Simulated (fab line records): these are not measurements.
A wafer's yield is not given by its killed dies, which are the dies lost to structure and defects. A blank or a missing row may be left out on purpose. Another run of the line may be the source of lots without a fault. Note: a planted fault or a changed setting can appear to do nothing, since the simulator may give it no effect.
Split-lot study -- flow n5_finfet -- route with 1938 steps; 7 lots, 39 wafers read

== SPLIT DETAILS ==
At N5_DUMMY_GATE_ETCH_31 (etches SiO2 in C4F6/O2, target depth 82.5 nm, time 27.5 s), the setting target_depth_a was moved away from the recipe's 825 angstrom on 15 of the 39 wafers read, by -11.6% to +11.1%. This setting was run at the recipe's value on the other wafers.

The reading comes from the split's own step.

== THE READING ==
etch.depth_nm (the simulator's own value, which no gauge read), in nm, at N5_DUMMY_GATE_ETCH_31 (etches SiO2 in C4F6/O2, target depth 82.5 nm, time 27.5 s). There is no usual value for it anywhere in the file. The 24 wafers here that ran the recipe average 82.21 nm, standard deviation 2 nm.

wafer,"tool, chamber at the split","target_depth_a as run, angstrom",against the recipe,"etch.depth_nm, nm",against lot-mates on the recipe
L075.1,"rie_diel-05, 1",825,recipe,78.95,-
L075.2,"rie_diel-05, 0",755.2,-8.5%,74.55,-5.94
L075.3,"rie_diel-05, 2",755.2,-8.5%,74.57,-5.92
L075.4,"rie_diel-05, 3",825,recipe,81.47,-
L075.5,"rie_diel-05, 2",755.2,-8.5%,74.58,-5.91
L075.6,"rie_diel-05, 3",825,recipe,81.04,-
L076.1,"rie_diel-03, 2",825,recipe,81.14,-
L076.2,"rie_diel-03, 3",898.8,+8.9%,92.67,+9.87
L076.3,"rie_diel-03, 1",825,recipe,83.42,-
L076.4,"rie_diel-03, 0",898.8,+8.9%,90.64,+7.84
L076.5,"rie_diel-03, 1",825,recipe,83.84,-
L076.6,"rie_diel-03, 0",898.8,+8.9%,89.86,+7.06
L083.1,"rie_diel-05, 3",825,recipe,82.86,-
L083.2,"rie_diel-05, 1",729,-11.6%,70.15,-11.81
L083.3,"rie_diel-05, 2",729,-11.6%,72.91,-9.05
L083.4,"rie_diel-05, 0",729,-11.6%,74.04,-7.92
L083.5,"rie_diel-05, 1",825,recipe,79.48,-
L083.6,"rie_diel-05, 0",825,recipe,83.53,-
L084.3,"rie_diel-03, 3",825,recipe,85.08,-
L084.4,"rie_diel-03, 2",825,recipe,81.39,-
L084.5,"rie_diel-03, 3",825,recipe,85.06,-
L091.1,"rie_diel-04, 3",825,recipe,81.25,-
L091.2,"rie_diel-04, 1",825,recipe,81.91,-
L091.3,"rie_diel-04, 2",825,recipe,83.41,-
L091.4,"rie_diel-04, 0",825,recipe,85.25,-
L091.5,"rie_diel-04, 1",825,recipe,82.12,-
L091.6,"rie_diel-04, 2",825,recipe,84.16,-
L093.1,"rie_diel-05, 3",916.5,+11.1%,90.56,+10.98
L093.2,"rie_diel-05, 2",916.5,+11.1%,88.99,+9.41
L093.3,"rie_diel-05, 1",825,recipe,79.18,-
L093.4,"rie_diel-05, 0",916.5,+11.1%,91.4,+11.82
L093.5,"rie_diel-05, 1",825,recipe,78.99,-
L093.6,"rie_diel-05, 2",825,recipe,80.58,-
L097.1,"rie_diel-03, 0",862,+4.5%,85.59,+2.62
L097.2,"rie_diel-03, 1",825,recipe,82.67,-
L097.3,"rie_diel-03, 2",862,+4.5%,84.54,+1.57
L097.4,"rie_diel-03, 3",825,recipe,85.21,-
L097.5,"rie_diel-03, 2",825,recipe,81.03,-
L097.6,"rie_diel-03, 1",862,+4.5%,86.22,+3.25

FIT RESULTS
A straight line over all 39 wafers: etch.depth_nm changes by +0.844 nm for each +1% of target_depth_a; r = +0.94; the points scatter about the line by 1.8 nm.
The same after taking each lot's own level away (the mean of its wafers on the recipe; 39 wafers): +0.848 nm for each +1%; r = +0.96; scatter 1.5 nm.
Per that fit: largest target_depth_a move, reading shift of 9.9 nm.
From 79.583 to 83.843 nm: that is the span of the lots' own levels, equal to 2.2 times the standard deviation above.
Consequently the slope shifts little with the lot-to-lot level, the two slopes agreeing.
Check: with one of the wafers moved furthest among these (-11.6%) left out of the fit, the line predicts -9.37 nm for it against its lot-mates. Against them it came out at -11.8 nm.

== OTHER SPLITS ON THESE WAFERS ==
Note: prior to the reading, these wafers also went through further splits. Each is held against what the fit with the lots' levels taken away leaves over:
other split on the same wafers,wafers away from the commonest value,r with etch.depth_nm (lot level and that fit taken away)
N5_WELL_APT_EPI_41 target_thk_a,18,-0.11

== FILE'S OWN FIT ==
etch.depth_nm changes by +0.85 nm for each +1% of target_depth_a, r = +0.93.
